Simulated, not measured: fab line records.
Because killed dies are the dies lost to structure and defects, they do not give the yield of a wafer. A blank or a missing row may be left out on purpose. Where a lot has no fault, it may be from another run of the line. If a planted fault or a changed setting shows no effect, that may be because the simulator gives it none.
Which of the tools did it?    flow nand harc    14 lots, 42 wafers sampled, at 5 steps of a route of 1159

## WHAT THE GAUGES SHOWED, per wafer
NHARC_THIN_TSV_CD_MEAS_16.
lot   measured      on         cd nm (nm)
L666  day 18 22:44  cd sem-03  997.1 998.7 999.5
L668  day 18 21:32  cd sem-03  998.3 997.5 1000.7
L669  day 19 00:01  cd sem-03  999.1 1000.6 1000.0
L672  day 19 18:44  cd sem-01  1000.9 997.9 1000.1
L681  day 21 23:11  cd sem-02  1001.6 997.5 999.5
L683  day 22 15:43  cd sem-02  999.3 1001.9 1002.9
L682  day 22 16:55  cd sem-03  999.0 1001.8 1002.1
L684  day 23 06:47  cd sem-03  1001.3 997.3 1002.4
L685  day 23 05:34  cd sem-01  1000.5 998.0 999.3
L686  day 23 13:41  cd sem-01  997.5 998.7 999.4
L688  day 25 04:35  cd sem-02  999.4 999.7 1001.5
L689  day 24 03:59  cd sem-02  1001.3 1002.5 1000.1

NHARC_END_SORT_01.
lot   measured      on         killed at array  killed at other  killed at periphery  killed dies  killed open  killed short
L671  day 20 02:53  prober-02  15 33 23         0 0 0            662 644 654          677 677 677  1 5 3        2 1 2
L670  day 20 09:52  prober-01  20 22 20         0 0 0            657 655 657          677 677 677  7 4 2        0 6 1

## TOOL THAT RAN EACH LOT (tool first, then ch and the chambers of the sampled wafers, then the start)
lot   NHARC_P_STI_HDPCVD_20          NHARC_THIN_TSV_ANNEAL_52          NHARC_THIN_TSV_CMP_21
L666  hdpcvd-01 ch 0,1, day 2 21:58  rtp anneal-02 ch 0, day 19 01:51  cmp-04 ch 0,2,3, day 19 02:05
L668  hdpcvd-01 ch 1, day 3 07:55    rtp anneal-02 ch 0, day 19 00:34  cmp-03 ch 0,1,2, day 19 00:52
L669  hdpcvd-01 ch 0,1, day 3 15:40  rtp anneal-02 ch 0, day 19 03:02  cmp-04 ch 0,2,3, day 19 03:25
L671  hdpcvd-01 ch 1, day 4 01:02    -                                 -
L670  hdpcvd-01 ch 0,1, day 4 01:31  -                                 -
L672  hdpcvd-01 ch 0,1, day 4 09:02  rtp anneal-02 ch 0, day 20 00:04  cmp-04 ch 0,3, day 20 00:23
L681  hdpcvd-01 ch 0,1, day 6 18:30  rtp anneal-01 ch 0, day 22 02:31  cmp-02 ch 0,1, day 22 02:47
L683  hdpcvd-01 ch 0,1, day 6 23:33  rtp anneal-02 ch 0, day 22 19:23  cmp-04 ch 1,2, day 22 19:37
L682  hdpcvd-01 ch 0, day 6 23:52    rtp anneal-01 ch 0, day 22 19:58  cmp-04 ch 2,3, day 22 20:19
L684  hdpcvd-01 ch 0,1, day 7 12:23  rtp anneal-02 ch 0, day 23 10:10  cmp-02 ch 0,2,3, day 23 10:30
L685  hdpcvd-01 ch 0,1, day 7 12:43  rtp anneal-01 ch 0, day 23 08:50  cmp-04 ch 0,1, day 23 09:11
L686  hdpcvd-01 ch 0,1, day 7 21:44  rtp anneal-01 ch 0, day 23 17:24  cmp-02 ch 0,2, day 23 17:47
L688  hdpcvd-01 ch 0,1, day 8 09:08  rtp anneal-02 ch 0, day 25 07:41  cmp-03 ch 1,3, day 25 08:00
L689  hdpcvd-01 ch 0,1, day 8 17:00  rtp anneal-02 ch 0, day 24 07:00  cmp-03 ch 0,1,2, day 24 07:22
- NHARC_P_STI_HDPCVD_20: deposits SiO2.
- NHARC_THIN_TSV_ANNEAL_52: time 90 s.
- NHARC_THIN_TSV_CMP_21: polishes, t overpolish 30 s, target thk 2000 nm.

## WHAT THE TOOLS THEMSELVES READ (means of the sampled wafers that have a number; where no wafer has one, the mark that the record gives instead)
NHARC_THIN_TSV_ANNEAL_52.
lot   tool           wafer_temp_C_max
L666  rtp anneal-02  225.4
L668  rtp anneal-02  225.3
L669  rtp anneal-02  225.3
L672  rtp anneal-02  225.4
L681  rtp anneal-01  226.1
L683  rtp anneal-02  225.4
L682  rtp anneal-01  225.9
L684  rtp anneal-02  225.5
L685  rtp anneal-01  225.9
L686  rtp anneal-01  226.1
L688  rtp anneal-02  225.8
L689  rtp anneal-02  225.4

NHARC_THIN_TSV_CMP_21.
lot   tool    motor current A (A)  overpolish run s (s)  retaining ring pressure frac
L666  cmp-04  12.5                 30.011                0.996
L668  cmp-03  12.3                 30.002                1.002
L669  cmp-04  12.2                 29.999                1.003
L672  cmp-04  12.9                 30.003                0.999
L681  cmp-02  12.6                 30.002                0.999
L683  cmp-04  11.1                 30.007                0.993
L682  cmp-04  11.5                 29.999                1.003
L684  cmp-02  12.5                 30.010                0.998
L685  cmp-04  12.0                 29.997                0.992
L686  cmp-02  12.5                 29.996                0.993
L688  cmp-03  12.2                 29.995                0.998
L689  cmp-03  12.3                 29.996                1.005

## THE ANSWER, worked out from the rows above alone
Rule: usual is defined by the lots themselves. Put in order of their means at a reading, lots are off if they are a third of the lots or fewer, leave a main group of 4 or more, and stand apart from it by a gap of 3 or more times the standard deviation of the main group's means; of several such gaps the widest counts. If all means in a main group match to the digits the tables above print for the reading, that group is not used. A lot without any number at a reading at which 4 lots or more have one is off too. Where the step has rows for the other lots, those lots are counted as sound. The gauges are gone through in route order, then the tools' own readings, and for those a lot's mean is taken as printed above. At the first step where some lot is off, the reading lying furthest off is the one used; lots without a number count as furthest.
None of the lots is off at any reading shown; this tells nothing.

## WHAT THE SIMULATOR HAD INSERTED
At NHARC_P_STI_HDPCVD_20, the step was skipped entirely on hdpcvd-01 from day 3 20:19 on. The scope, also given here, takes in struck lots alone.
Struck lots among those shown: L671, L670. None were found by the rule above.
